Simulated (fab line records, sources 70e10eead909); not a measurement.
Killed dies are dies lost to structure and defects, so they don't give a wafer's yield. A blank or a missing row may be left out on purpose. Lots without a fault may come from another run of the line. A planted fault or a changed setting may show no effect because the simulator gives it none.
Chamber matching | flow nand_harc | NHARC_A_STAIRCASE_DEP_156 on pecvd-03: 3 sister chambers
The step deposits SiNx, target thk 50 nm. 16 wafers are shown with their chamber, then 8 later ones without.

WAFERS WITH THEIR CHAMBER
wafer  | chamber | heater_power_w (W) | susceptor_temp_C (C)
L079.1 | 2       | 850                | 399.69
L079.2 | 1       | 696                | 399.83
L079.3 | 0       | 649                | 400.08
L080.2 | 2       | 950                | 400.14
L080.5 | 1       | 763                | 400.14
L080.6 | 2       | 968                | 400.67
L086.2 | 1       | 642                | 400.59
L086.5 | 0       | 677                | 399.98
L086.6 | 1       | 648                | 400.14
L090.1 | 0       | 701                | 399.81
L090.5 | 2       | 891                | 400.15
L090.6 | 1       | 738                | 400.49
L088.3 | 0       | 615                | 399.95
L088.4 | 0       | 614                | 399.95
L088.5 | 2       | 890                | 400.13
L095.1 | 2       | 862                | 400.06

SIGNATURES (means of the wafers above)
reading          | chamber 0 | chamber 1 | chamber 2 | scatter within a chamber
heater_power_w   | 651.20    | 697.40    | 901.83    | 46.9
susceptor_temp_C | 399.9540  | 400.2380  | 400.1400  | 0.263
Rule: a wafer's distance from a chamber is the root of the sum, over the readings, of the square of ((its reading less the chamber's mean) divided by the reading's scatter). The wafer belongs to the nearest chamber; if the next one is less than 2 further off, it can't be placed. The scatter: the root of (the sum of the squares of (reading less its chamber's mean) over the shown wafers, divided by (wafers less chambers)).

WAFERS WITHOUT THEIR CHAMBER
wafer  | heater_power_w (W) | susceptor_temp_C (C)
L095.5 | 663                | 400.00
L095.6 | 879                | 400.24
L093.1 | 932                | 399.91
L093.2 | 665                | 400.24
L093.4 | 663                | 400.27
L097.3 | 591                | 399.45
L097.5 | 810                | 400.18
L097.6 | 717                | 400.38

WHICH CHAMBER EACH WENT THROUGH
wafer  | from the rows above          | in truth
L095.5 | can't be placed: 0 or 1      | 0
L095.6 | 2                            | 2
L093.1 | 2                            | 2
L093.2 | can't be placed: 1 or 0      | 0
L093.4 | can't be placed: 1 or 0      | 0
L097.3 | can't be placed: 0 or 1      | 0
L097.5 | can't be placed: 2 or 1 or 0 | 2
L097.6 | can't be placed: 1 or 0      | 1
Placed correctly: 2 of 8. Can't be placed from these rows: 6 (the true chamber is among the candidates in 6). Placed wrongly: 0.
